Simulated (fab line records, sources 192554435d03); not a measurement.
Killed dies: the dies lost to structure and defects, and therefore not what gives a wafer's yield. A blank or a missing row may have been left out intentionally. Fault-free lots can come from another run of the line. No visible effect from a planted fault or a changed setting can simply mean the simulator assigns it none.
fab line records | flow n5-finfet | part 1 of 2: steps 1 to 17 of 26
record: lots: 5 wafers: 15 last-day: 17
route steps=1938 shown DUMMY_GATE@230
lots with no fault: from the same line, run without faults
start-h: hours from the record's opening day to when the first of the lot's shown wafers began | wait-h: time in hours since the lot's previous step | " as in the row above | L1.1+2: a row that stands for several wafers | - value missing, or start not given | * or withheld: withheld | < > ~ a bound
route shown NAME@n: a module of which the file shows steps, and the number in the route of the first | usual: mean and standard deviation over wafers with no fault | same: alike in all rows | chamber/n: place in a boat | sites: the reading at each site | _std_site: how widely they spread, as a standard deviation | _edge_site: the outer-site mean with the inner-site mean subtracted | radius-mm: for every site, how far away it sits from the centre of the wafer | mask NAME#n: copy n | behind: the tool/chamber that last shaped the wafer | hold: what put the lot on hold/how long, in hours/how the hold closed | device: whichever transistor did not switch (one of n, p or np) | end of line: the same wafers' tests at the end of the route | step lacking rows: just its recipe | killed: the dies lost at the first sort to structure and to defects; this is not the yield of the wafer | map: a wafer's dies, marking killed ones x, the rest . and places with no die _
set.NAME: the setting the step ran with; set.NAME@STEP: the setting that earlier step ran with | model.NAME: the simulator's own value behind a step, which no gauge read
a table for each step, a row for each wafer; lots at some steps of the route
services: from which hour (start-h, from the record's first day; less than 0 if before it) a tool's chamber was out of use, for how many hours, and why
== steps ==
step: N5_DUMMY_GATE_DEVELOP_14
recipe: develop-time-s: 30 developer: TMAH resist: CAR-EUV rinse-liquid: surfactant-rinse dry: air-spin dev-temp-c: 23
columns lot.wafer tool chamber start-h wait-h
L079.2+5+6 litho-track-01 0 - -
L081.1+3+4 litho-track-02 0 - -
L088.3+5+6 litho-track-01 0 - -
L095.1+2+6 litho-track-01 0 - -
L097.2+4+6 litho-track-01 0 - -
step: N5_DUMMY_GATE_CD_MEAS_15
recipe: target-cd-nm: 25.8 landing-energy-ev: 500 detector: se-inlens
usual: cd-nm: 25.02/0.22
columns lot.wafer tool chamber start-h wait-h cd-nm
L079.2 cd-sem-01 0 77.37 - 24.94
L079.5 " 0 " " 25.07
L079.6 " 0 " " 25.22
L081.1 cd-sem-02 0 89.01 - 25.05
L081.3 " 0 " " 24.80
L081.4 " 0 " " 24.94
L088.3 cd-sem-02 0 133.82 - 25.00
L088.5 " 0 " " 25.63
L088.6 " 0 " " 25.11
L095.1 cd-sem-01 0 174.19 - 24.97
L095.2 " 0 " " 24.98
L095.6 " 0 " " 25.22
L097.2 cd-sem-02 0 184.31 - 25.17
L097.4 " 0 " " 25.12
L097.6 " 0 " " 24.75
step: N5_DUMMY_GATE_OVL_MEAS_16
recipe: points-per-wafer: 522
usual: GATE_OVL: 0.1/0.59
columns lot.wafer tool chamber start-h wait-h GATE_OVL[nm]
L079.2 overlay-02 0 77.41 0.0 0.1
L079.5 " 0 " " -0.1
L079.6 " 0 " " -0.2
L081.1 overlay-01 0 89.05 0.0 -0.9
L081.3 " 0 " " -0.1
L081.4 " 0 " " -0.6
L088.3 overlay-01 0 133.86 0.0 0.9
L088.5 " 0 " " -0.6
L088.6 " 0 " " -0.5
L095.1 overlay-01 0 174.23 0.0 -1.5
L095.2 " 0 " " -0.1
L095.6 " 0 " " -0.9
L097.2 overlay-02 0 184.35 0.0 -0.6
L097.4 " 0 " " 0.6
L097.6 " 0 " " -0.4
step: N5_DUMMY_GATE_INSPECT_17
recipe: mode: adi inspect-instrument: brightfield
usual: raw-defect-count: 186/44
columns lot.wafer tool chamber start-h wait-h raw-defect-count
L079.2 defect-inspect-02 - 77.46 0.0 165
L079.5 " - " " 149
L079.6 " - " " 202
L081.1 defect-inspect-02 - 89.10 0.1 143
L081.3 " - " " 188
L081.4 " - " " 184
L088.3 defect-inspect-01 - 133.91 0.0 122
L088.5 " - " " 121
L088.6 " - " " 184
L095.1 defect-inspect-01 - 174.28 0.1 152
L095.2 " - " " 227
L095.6 " - " " 99
L097.2 defect-inspect-02 - 184.41 0.0 195
L097.4 " - " " 188
L097.6 " - " " 285
step: N5_DUMMY_GATE_DESCUM_20
recipe: chemistry: O2 time-s: 6.2 source-power-w: 50 bias-power-w: 20 pressure-mtorr: 20 rf-frequency-hz: 2.712e+07 temp-c: 40 resist: CAR-EUV o2-flow-sccm: 225
usual: drypump-motor-current-A: 5.9/0.38 oes-product-au: 0.74/0.049 rf-vpp-V: 242.5/1.4 showerhead-plenum-p-Torr: 2.06/0.069 throttle-valve-pct: 20.53/0.22
same: time-s: 6.2
columns lot.wafer tool chamber start-h wait-h drypump-motor-current-A oes-product-au rf-hours-counter-h rf-vpp-V showerhead-plenum-p-Torr throttle-valve-pct
L079.2 rie-diel-01 2 77.50 0.0 5.2 0.69 236 242.7 2.07 20.66
L079.5 " 0 " " 6.2 0.74 - 241.6 2.00 20.53
L079.6 " 1 " " 6.1 0.75 - 242.5 2.07 20.58
L081.1 rie-diel-01 2 89.14 0.0 5.3 0.68 240 242.8 2.07 20.68
L081.3 " 1 " " 6.1 0.75 183 244.1 2.07 20.61
L081.4 " 2 " " 5.2 0.69 - 242.4 2.07 20.67
L088.3 rie-diel-01 0 133.94 0.0 6.2 0.73 197 240.7 1.99 20.55
L088.5 " 0 " " 6.2 0.73 - 240.3 1.99 20.56
L088.6 " 3 " " 5.6 0.72 - 243.9 2.18 20.70
L095.1 rie-diel-01 0 174.37 0.1 6.2 0.72 209 241.0 1.99 20.58
L095.2 " 1 " " 6.1 0.71 212 242.6 2.06 20.64
L095.6 " 3 " " 5.6 0.71 - 244.5 2.18 20.70
L097.2 rie-diel-01 3 184.44 0.0 5.6 0.71 193 243.9 2.18 20.72
L097.4 " 0 " " 6.2 0.72 212 241.6 1.98 20.58
L097.6 " 3 " " 5.6 0.71 - 244.5 2.18 20.71
step: N5_DUMMY_GATE_ETCH_29
recipe: chemistry: N2/H2 target: underlayer target-depth-a: 130 ion-energy-ev: 200 pressure-mtorr: 30 source-w: 840 bias-w: 150 n2-flow-sccm: 200 h2-flow-sccm: 200
usual: drypump-motor-current-A: 5.9/0.38 oes-product-au: 0.75/0.053 rf-vpp-V: 522.7/2.4 showerhead-plenum-p-Torr: 2.50/0.08 throttle-valve-pct: 18.01/0.24
columns lot.wafer tool chamber start-h wait-h drypump-motor-current-A oes-product-au rf-hours-counter-h rf-vpp-V showerhead-plenum-p-Torr throttle-valve-pct
L079.2 rie-diel-01 2 77.56 0.0 5.2 0.70 236 521.1 2.50 18.09
L079.5 " 0 " " 6.2 0.74 - 521.1 2.42 18.07
L079.6 " 1 " " 6.1 0.73 - 522.2 2.52 18.00
L081.1 rie-diel-01 2 89.20 0.0 5.2 0.71 240 522.3 2.49 18.11
L081.3 " 1 " " 6.1 0.72 183 523.1 2.51 18.03
L081.4 " 2 " " 5.2 0.71 - 523.2 2.49 18.11
L088.3 rie-diel-01 0 134.01 0.0 6.2 0.72 197 520.0 2.41 18.09
L088.5 " 0 " " 6.2 0.72 - 520.1 2.41 18.09
L088.6 " 3 " " 5.6 0.73 - 527.2 2.63 18.04
L095.1 rie-diel-01 0 174.43 0.0 6.2 0.71 209 521.6 2.41 18.10
L095.2 " 1 " " 6.1 0.69 212 524.1 2.50 18.07
L095.6 " 3 " " 5.6 0.72 - 526.3 2.62 18.07
L097.2 rie-diel-01 3 184.51 0.0 5.6 0.72 193 526.5 2.62 18.04
L097.4 " 0 " " 6.2 0.70 212 520.2 2.41 18.11
L097.6 " 3 " " 5.6 0.72 - 526.9 2.62 18.07
step: N5_DUMMY_GATE_ETCH_36
recipe: chemistry: CF4 target: SiARC target-depth-a: 130 pressure-mtorr: 40 source-w: 545 bias-w: 36 Ar_flow_sccm: 100 cf4-flow-sccm: 100 ion-energy-ev: 80
usual: drypump-motor-current-A: 5.9/0.38 oes-product-au: 0.75/0.054 rf-vpp-V: 183.6/1.1 showerhead-plenum-p-Torr: 2.11/0.066 throttle-valve-pct: 15.73/0.19
columns lot.wafer tool chamber start-h wait-h drypump-motor-current-A oes-product-au rf-hours-counter-h rf-vpp-V showerhead-plenum-p-Torr throttle-valve-pct
L079.2 rie-diel-01 2 77.60 0.0 5.2 0.70 236 182.7 2.10 15.79
L079.5 " 0 " " 6.2 0.74 - 183.0 2.05 15.64
L079.6 " 1 " " 6.1 0.73 - 182.9 2.13 15.81
L081.1 rie-diel-01 2 89.24 0.0 5.2 0.70 240 184.1 2.10 15.77
L081.3 " 1 " " 6.1 0.72 183 183.4 2.13 15.82
L081.4 " 2 " " 5.2 0.70 - 183.9 2.10 15.78
L088.3 rie-diel-01 0 134.05 0.0 6.2 0.71 197 182.2 2.04 15.69
L088.5 " 0 " " 6.2 0.72 - 184.2 2.04 15.69
L088.6 " 3 " " 5.6 0.74 - 184.7 2.22 15.81
L095.1 rie-diel-01 0 174.47 0.0 6.2 0.71 209 181.8 2.04 15.71
L095.2 " 1 " " 6.1 0.70 212 182.9 2.12 15.86
L095.6 " 3 " " 5.6 0.73 - 183.9 2.22 15.84
L097.2 rie-diel-01 3 184.55 0.0 5.6 0.73 193 184.2 2.22 15.84
L097.4 " 0 " " 6.2 0.71 212 182.7 2.04 15.72
L097.6 " 3 " " 5.6 0.72 - 184.6 2.22 15.85
step: N5_DUMMY_GATE_ETCH_37
recipe: chemistry: N2/H2 target: SOC target-depth-a: 600 overetch-a: 300 temp-c: 40 ion-energy-ev: 200 pressure-mtorr: 30 source-w: 840 bias-w: 150 n2-flow-sccm: 200 h2-flow-sccm: 200
usual: drypump-motor-current-A: 5.9/0.38 oes-product-au: 0.59/0.038 rf-vpp-V: 522.6/2.3 showerhead-plenum-p-Torr: 2.50/0.08 throttle-valve-pct: 17.94/0.24
columns lot.wafer tool chamber start-h wait-h drypump-motor-current-A oes-product-au rf-hours-counter-h rf-vpp-V showerhead-plenum-p-Torr throttle-valve-pct
L079.2 rie-diel-01 2 77.64 0.0 5.3 0.55 236 524.2 2.50 18.02
L079.5 " 0 " " 6.2 0.58 - 519.8 2.42 17.98
L079.6 " 1 " " 6.1 0.59 - 522.8 2.52 17.95
L081.1 rie-diel-01 2 89.28 0.0 5.2 0.55 240 524.0 2.49 18.03
L081.3 " 1 " " 6.1 0.59 183 523.3 2.51 17.96
L081.4 " 2 " " 5.2 0.55 - 522.2 2.49 18.04
L088.3 rie-diel-01 0 134.09 0.0 6.2 0.57 197 519.5 2.41 18.01
L088.5 " 0 " " 6.2 0.57 - 520.3 2.41 18.03
L088.6 " 3 " " 5.6 0.57 - 526.7 2.63 17.98
L095.1 rie-diel-01 0 174.51 0.0 6.2 0.57 209 521.3 2.41 18.03
L095.2 " 1 " " 6.1 0.58 212 523.9 2.50 18.01
L095.6 " 3 " " 5.7 0.56 - 526.4 2.62 17.99
L097.2 rie-diel-01 3 184.59 0.0 5.6 0.56 193 525.9 2.62 17.99
L097.4 " 0 " " 6.2 0.57 212 520.9 2.41 18.05
L097.6 " 3 " " 5.6 0.57 - 526.5 2.62 18.00
step: N5_DUMMY_GATE_STRIP_38
recipe: chemistry: N2/H2 temp-c: 40 n2-flow-sccm: 200 h2-flow-sccm: 200 rf-frequency-hz: 6e+07
columns lot.wafer tool chamber start-h wait-h
L079.2+5+6 rie-diel-01 2,0,1 77.68 0.0
L081.1+3+4 rie-diel-01 2,1,2 89.32 0.0
L088.3+5+6 rie-diel-01 0,0,3 134.13 0.0
L095.1+2+6 rie-diel-01 0,1,3 174.55 0.0
L097.2+4+6 rie-diel-01 3,0,3 184.63 0.0
step: N5_DUMMY_GATE_STRIP_39
recipe: chemistry: N2/H2 temp-c: 40 n2-flow-sccm: 200 h2-flow-sccm: 200 rf-frequency-hz: 6e+07
columns lot.wafer tool chamber start-h wait-h
L079.2+5+6 rie-diel-01 2,0,1 77.69 0.0
L081.1+3+4 rie-diel-01 2,1,2 89.33 0.0
L088.3+5+6 rie-diel-01 0,0,3 134.14 0.0
L095.1+2+6 rie-diel-01 0,1,3 174.56 0.0
L097.2+4+6 rie-diel-01 3,0,3 184.64 0.0
step: N5_DUMMY_GATE_TRIM_49
recipe: chemistry: O2 resist: SOC time-s: 29 target-cd-nm: 14 source-power-w: 300 bias-power-w: 0 O2_flow_sccm: 100 temp-c: 20
usual: drypump-motor-current-A: 5.6/0.37 oes-product-au: 1.002/0.017 throttle-valve-pct: 8.15/0.14
same: time-s: 29
columns lot.wafer tool chamber start-h wait-h drypump-motor-current-A oes-product-au rf-hours-counter-h throttle-valve-pct
L079.2 rie-si-03 2 77.72 0.0 6.0 1.023 2 8.11
L079.5 " 3 " " 6.0 1.011 - 8.06
L079.6 " 2 " " 6.0 1.040 - 8.09
L081.1 rie-si-03 3 89.36 0.0 6.0 1.009 61 8.05
L081.3 " 0 " " 6.0 0.956 152 8.05
L081.4 " 2 " " 6.0 1.035 2 8.12
L088.3 rie-si-05 2 134.17 0.0 5.4 0.972 52 8.03
L088.5 " 2 " " 5.4 0.973 - 8.03
L088.6 " 1 " " 5.1 0.993 - 8.22
L095.1 rie-si-05 3 174.59 0.0 5.5 0.987 184 8.21
L095.2 " 1 " " 5.1 0.994 29 8.25
L095.6 " 1 " " 5.1 0.991 - 8.24
L097.2 rie-si-01 2 184.67 0.0 5.3 1.008 187 8.09
L097.4 " 0 " " 5.7 0.990 136 8.23
L097.6 " 0 " " 5.7 0.998 - 8.25
step: N5_DUMMY_GATE_STRIP_40
recipe: chemistry: CF4 resist: SiARC power-w: 300 bias-power-w: 75 pressure-mtorr: 50 cf4-flow-sccm: 150 rf-frequency-hz: 6e+07
usual: drypump-motor-current-A: 5.9/0.38 oes-product-au: 0.74/0.052 rf-vpp-V: 270.6/1.6 showerhead-plenum-p-Torr: 1.77/0.056 throttle-valve-pct: 13.70/0.21
columns lot.wafer tool chamber start-h wait-h drypump-motor-current-A oes-product-au rf-hours-counter-h rf-vpp-V showerhead-plenum-p-Torr throttle-valve-pct
L079.2 rie-diel-05 1 77.82 0.1 6.0 0.75 144 273.1 1.80 13.43
L079.5 " 1 " " 6.0 0.75 - 272.2 1.80 13.43
L079.6 " 0 " " 6.4 0.71 - 269.7 1.72 14.16
L081.1 rie-diel-05 3 89.46 0.1 6.1 0.71 182 273.2 1.86 13.79
L081.3 " 2 " " 6.2 0.71 200 268.1 1.71 13.46
L081.4 " 0 " " 6.4 0.71 219 270.0 1.72 14.17
L088.3 rie-diel-01 2 134.32 0.1 5.2 0.97 0 271.0 1.75 13.23
L088.5 " 0 " " 6.2 0.71 - 268.6 1.70 13.64
L088.6 " 3 " " 5.6 0.71 - 272.0 1.85 13.75
L095.1 rie-diel-06 1 174.72 0.1 5.2 0.70 223 271.4 1.79 13.64
L095.2 " 2 " " 5.6 0.77 139 267.5 1.66 13.70
L095.6 " 1 " " 5.2 0.69 - 270.9 1.79 13.66
L097.2 rie-diel-01 2 184.76 0.1 5.2 0.90 15 270.1 1.74 13.25
L097.4 " 0 " " 6.2 0.71 212 269.9 1.70 13.70
L097.6 " 2 " " 5.2 0.90 - 269.8 1.75 13.26
step: N5_DUMMY_GATE_CD_MEAS_50
recipe: target-cd-nm: 14
usual: cd-nm: 14.0/0.39
columns lot.wafer tool chamber start-h wait-h cd-nm
L079.2 cd-sem-02 - 77.87 0.0 13.9
L079.5 " - " " 13.8
L079.6 " - " " 14.3
L081.1 cd-sem-01 - 89.51 0.0 13.5
L081.3 " - " " 14.3
L081.4 " - " " 13.8
L088.3 cd-sem-01 - 134.38 0.0 14.4
L088.5 " - " " 14.4
L088.6 " - " " 14.6
L095.1 cd-sem-01 - 174.77 0.0 13.9
L095.2 " - " " 14.8
L095.6 " - " " 14.3
L097.2 cd-sem-03 - 184.82 0.0 14.2
L097.4 " - " " 14.1
L097.6 " - " " 13.9
step: N5_DUMMY_GATE_ETCH_31
recipe: chemistry: C4F6/O2 target: SiO2 mask-material: SOC target-depth-a: 825 time-s: 27.5 ion-energy-ev: 250 pressure-mtorr: 30 source-w: 345 bias-w: 185 Ar_flow_sccm: 300 C4F6_flow_sccm: 10 O2_flow_sccm: 10
usual: drypump-motor-current-A: 5.9/0.38 oes-product-au: 0.74/0.046 rf-vpp-V: 665/10 showerhead-plenum-p-Torr: 2.80/0.095 throttle-valve-pct: 21.26/0.25
same: time-s: 27.5
columns lot.wafer tool chamber start-h wait-h drypump-motor-current-A oes-product-au rf-hours-counter-h rf-vpp-V showerhead-plenum-p-Torr throttle-valve-pct
L079.2 rie-diel-05 0 77.92 0.0 6.4 0.72 216 653 2.69 21.62
L079.5 " 1 " " 6.0 0.76 - 658 2.85 20.98
L079.6 " 0 " " 6.4 0.71 - 652 2.69 21.62
L081.1 rie-diel-01 0 89.56 0.0 6.2 0.72 180 668 2.73 21.28
L081.3 " 2 " " 5.2 0.70 240 673 2.80 21.32
L081.4 " 0 " " 6.2 0.73 - 665 2.73 21.29
L088.3 rie-diel-05 3 134.43 0.1 6.1 0.70 196 685 2.95 21.35
L088.5 " 2 " " 6.2 0.70 - 679 2.71 20.88
L088.6 " 1 " " 6.0 0.76 - 659 2.85 20.99
L095.1 rie-diel-05 1 174.82 0.0 6.1 0.74 173 659 2.84 21.02
L095.2 " 2 " " 6.2 0.69 226 679 2.70 20.88
L095.6 " 0 " " 6.4 0.69 - 652 2.68 21.64
L097.2 rie-diel-06 1 184.86 0.0 5.2 0.71 227 656 2.79 20.86
L097.4 " 2 " " 5.7 0.77 143 654 2.63 21.30
L097.6 " 1 " " 5.2 0.70 - 657 2.79 20.85
step: N5_DUMMY_GATE_STRIP_41
recipe: chemistry: O2 power-w: 400 temp-c: 40 pressure-mtorr: 30 rf-frequency-hz: 6e+07 bias-power-w: 0 overash-fraction: 0.3 o2-flow-sccm: 225
usual: drypump-motor-current-A: 5.9/0.38 oes-product-au: 0.74/0.044 rf-vpp-V: 3.7/0.5 showerhead-plenum-p-Torr: 2.06/0.073 throttle-valve-pct: 16.78/0.23
columns lot.wafer tool chamber start-h wait-h drypump-motor-current-A oes-product-au rf-hours-counter-h rf-vpp-V showerhead-plenum-p-Torr throttle-valve-pct
L079.2 rie-diel-05 0 77.97 0.0 6.4 0.72 216 3.4 1.98 17.14
L079.5 " 1 " " 6.0 0.76 - 4.4 2.09 16.44
L079.6 " 0 " " 6.4 0.71 - 4.1 1.98 17.13
L081.1 rie-diel-01 0 89.61 0.0 6.2 0.74 180 3.6 2.00 16.75
L081.3 " 2 " " 5.2 0.68 240 4.7 2.07 16.91
L081.4 " 0 " " 6.2 0.74 - 3.0 2.00 16.75
L088.3 rie-diel-05 3 134.48 0.0 6.2 0.70 196 3.9 2.18 16.92
L088.5 " 2 " " 6.2 0.70 - 3.7 1.99 16.49
L088.6 " 1 " " 6.0 0.75 - 3.3 2.08 16.48
L095.1 rie-diel-05 1 174.86 0.0 6.0 0.72 173 3.6 2.08 16.50
L095.2 " 2 " " 6.2 0.69 226 3.9 1.99 16.50
L095.6 " 0 " " 6.4 0.69 - 3.7 1.97 17.21
L097.2 rie-diel-06 1 184.91 0.0 5.2 0.71 227 4.1 2.07 16.57
L097.4 " 2 " " 5.7 0.78 143 3.9 1.93 16.80
L097.6 " 1 " " 5.2 0.71 - 3.6 2.07 16.55
step: N5_DUMMY_GATE_HM_OPEN_21
recipe: chemistry: CH3F/O2 target: SiNx target-depth-a: 1200 Ar_flow_sccm: 150 CH3F_flow_sccm: 30 O2_flow_sccm: 23 time-s: 171.4 pressure-mtorr: 30 source-w: 395 bias-w: 73 ion-energy-ev: 120.7
usual: CH3F_flow_sccm: 30.00/0.094 drypump-motor-current-A: 5.9/0.38 oes-product-au: 0.74/0.045 rf-vpp-V: 299/4.7 showerhead-plenum-p-Torr: 1.99/0.07 throttle-valve-pct: 16.59/0.23
same: time-s: 171.4
columns lot.wafer tool chamber start-h wait-h CH3F_flow_sccm drypump-motor-current-A oes-product-au rf-hours-counter-h rf-vpp-V showerhead-plenum-p-Torr throttle-valve-pct
L079.2 rie-diel-05 0 78.01 0.0 30.08 6.4 0.72 216 294 1.91 16.96
L079.5 " 1 " " 30.16 6.1 0.77 - 296 2.02 16.29
L079.6 " 0 " " 30.17 6.4 0.72 - 293 1.91 16.97
L081.1 rie-diel-01 0 89.65 0.0 30.13 6.2 0.73 180 299 1.93 16.55
L081.3 " 2 " " 30.00 5.2 0.69 240 303 1.99 16.68
L081.4 " 0 " " 30.12 6.2 0.73 - 300 1.93 16.54
L088.3 rie-diel-05 3 134.52 0.0 29.90 6.1 0.70 196 307 2.10 16.69
L088.5 " 2 " " 30.25 6.2 0.71 - 306 1.92 16.29
L088.6 " 1 " " 30.02 6.0 0.75 - 296 2.02 16.33
L095.1 rie-diel-05 1 174.90 0.0 29.96 6.1 0.74 173 297 2.01 16.34
L095.2 " 2 " " 30.06 6.2 0.69 226 305 1.92 16.30
L095.6 " 0 " " 29.79 6.4 0.70 - 294 1.90 17.02
L097.2 rie-diel-06 1 184.95 0.0 30.11 5.2 0.70 227 295 1.98 16.30
L097.4 " 2 " " 29.83 5.7 0.79 143 295 1.86 16.61
L097.6 " 1 " " 30.19 5.2 0.71 - 296 1.98 16.31
step: N5_DUMMY_GATE_ETCH_32
recipe: chemistry: CF4 target: SiO2 target-depth-a: 35 time-s: 3.9 ion-energy-ev: 350 pressure-mtorr: 10 icp-w: 800 bias-w: 400 cf4-flow-sccm: 80
usual: drypump-motor-current-A: 5.6/0.39 oes-product-au: 1.004/0.023 throttle-valve-pct: 21.69/0.18
same: time-s: 3.9
columns lot.wafer tool chamber start-h wait-h drypump-motor-current-A oes-product-au rf-hours-counter-h throttle-valve-pct
L079.2 rie-si-01 2 78.17 0.1 5.3 1.001 185 21.42
L079.5 " 0 " " 5.7 1.001 - 21.77
L079.6 " 3 " " 4.9 1.004 - 21.75
L081.1 rie-si-01 3 89.81 0.1 4.9 0.998 58 21.76
L081.3 " 0 " " 5.7 0.992 134 21.78
L081.4 " 1 " " 5.5 1.041 155 22.04
L088.3 rie-si-03 1 134.68 0.1 5.8 0.993 142 21.71
L088.5 " 3 " " 6.0 1.014 - 21.72
L088.6 " 0 " " 6.0 0.961 - 21.48
L095.1 rie-si-05 1 175.06 0.1 5.1 0.999 29 21.95
L095.2 " 0 " " 6.1 1.030 81 21.42
L095.6 " 3 " " 5.5 0.996 - 21.81
L097.2 rie-si-03 0 185.11 0.1 6.0 0.964 154 21.47
L097.4 " 3 " " 6.0 1.027 63 21.71
L097.6 " 0 " " 6.0 0.969 - 21.46
